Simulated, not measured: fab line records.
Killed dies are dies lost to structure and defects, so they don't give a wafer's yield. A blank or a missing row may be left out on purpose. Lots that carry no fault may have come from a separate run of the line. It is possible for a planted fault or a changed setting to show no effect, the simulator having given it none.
Matching of chambers ; flow nand-harc ; NHARC_A_STAIRCASE_CMP_472 on cmp-02: 4 sister chambers
The step polishes SiO2. 4 wafers are shown with their chamber, then 12 later ones without.

EACH WAFER AND ITS CHAMBER
wafer;chamber;motor-current-A (A)
L087.5;1;13.7
L085.1;0;9.6
L085.4;2;11.1
L085.6;3;10.8

WAFERS WHOSE CHAMBER IS MISSING
wafer;motor-current-A (A)
L089.1;13.9
L089.4;11.1
L089.5;10.7
L092.2;9.9
L092.3;10.4
L092.6;11.8
L094.2;9.4
L094.3;13.6
L094.4;11.7
L097.1;10.4
L097.3;11.0
L097.5;11.2

WHICH CHAMBER EACH WENT THROUGH
wafer;from the rows above;in truth
L089.1;1;1
L089.4;can't be placed: 2 or 3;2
L089.5;can't be placed: 3 or 2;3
L092.2;can't be placed: 0 or 3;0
L092.3;can't be placed: 3 or 2 or 0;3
L092.6;can't be placed: 2 or 3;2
L094.2;0;0
L094.3;1;1
L094.4;can't be placed: 2 or 3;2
L097.1;can't be placed: 3 or 2 or 0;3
L097.3;can't be placed: 2 or 3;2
L097.5;can't be placed: 2 or 3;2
Placed correctly: 3 of 12. Not placeable from these rows: 9 (in 9, the candidates include the true chamber). 0 placed wrongly.
How it was worked out, from the rows above alone: a wafer's distance from a chamber is the root of the sum, over the readings, of the square of ((its reading less the chamber's mean) divided by the reading's scatter). If the next closest chamber is less than 2 further off than the closest, the wafer can't be placed; otherwise it belongs to the closest. For every chamber, the mean is computed from those of its wafers that are shown. The scatter (one wafer shown for each chamber): square how far every hidden wafer sits from the nearest shown wafer, average those squares and take the square root.
